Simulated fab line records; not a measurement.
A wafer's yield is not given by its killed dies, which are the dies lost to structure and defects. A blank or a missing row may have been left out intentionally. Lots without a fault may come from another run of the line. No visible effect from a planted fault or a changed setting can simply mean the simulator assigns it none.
Code-filled problem report in 8D (eight disciplines) form ; flow nand_harc ; the parts of the form that need people (team, actions taken, sign-off) are left out

1. PROBLEM STATEMENT
Wafers without a fault read 169.5 nm, standard deviation 1.4; thk_nm at NHARC_A_BONDPAD_THK_MEAS_20 reads a mean of 117.5 nm on 6 wafers belonging to 2 lots. Measured from the usual mean, that is -37 standard deviations.
The step: measures by xrf.
First observed at day 28 05:34: wafer L156.2, on film_metro-02. At this step, 33 wafers from 11 lots have a number in the record. The rule behind "out" and "out of limits": a value lying over 4 standard deviations away from the usual mean. The rest of the wafers with a number are treated as sound.

2. WHAT IT IS; WHAT IT IS NOT
question;is;is not
which readings at this step;thk_nm;-
which lots;L156, L160;L145, L148, L150, L151, L153, L154, L166, L167, L168
which wafers of those lots;all that have a number;-
read on which gauges;film_metro-02;film_metro-01
when;from day 28 05:34;"up to then (18 sound wafers); but 9 sound wafers of L166, L167, L168 came after"

3. THE SUSPECTS, EACH WITH WHAT RULES IT OUT
Counting: a tool at any process step up to the reading remains a suspect when it ran all the lots that are out and ran no sound lot after the first of those.
- the gauge at NHARC_A_BONDPAD_THK_MEAS_20 has been ruled out. All the wafers that are out were read on film_metro-02, but those of them that NHARC_END_SORT_01 has rows for are out there too, on other tools.
- ecd_cu-02 at NHARC_A_BONDPAD_ECD_18 (material Cu, target thk 400 nm): ruled out as a lasting fault. The sound lots L167 went through it after L156, its earliest lot that is out (day 28 04:30).
Left after counting: nothing in the record.

4. THE CAUSE (what the simulator had put in)
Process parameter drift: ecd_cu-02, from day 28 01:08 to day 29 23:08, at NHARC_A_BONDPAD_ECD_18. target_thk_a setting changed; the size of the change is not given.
Counting ruled it out, wrongly: the rule takes a fault to strike every lot that its tool runs from its start on, and this one did not.

5. THE EFFECT CHAIN, in route order
Each row: a reading whose mean over the struck wafers that have a number lies more than 3 standard deviations from the usual. Readings are gone through only where the record gives a usual standard deviation; hours: the median, over the lots, of the time from a lot's start at the first step in this table giving one to that lot's start at this step; sigmas: the change measured in usual standard deviations.
hours;step;reading;usual;on struck wafers;change;sigmas
0;NHARC_A_BONDPAD_THK_MEAS_20;thk_nm;169.5 nm;117.5;-52.0;-37
29;NHARC_END_SORT_01;defect_limited_yield;90.2 %;0.0;-90.2;-39
29;NHARC_END_SORT_01;killed_at_array;62;673;+611;+41
29;NHARC_END_SORT_01;killed_dies;66;677;+611;+41

6. WHAT WOULD HAVE CAUGHT IT SOONER
In this record the first reading out of limits at a measuring or inspecting step was taken at day 28 05:34, 4 hours after the fault began at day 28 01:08.
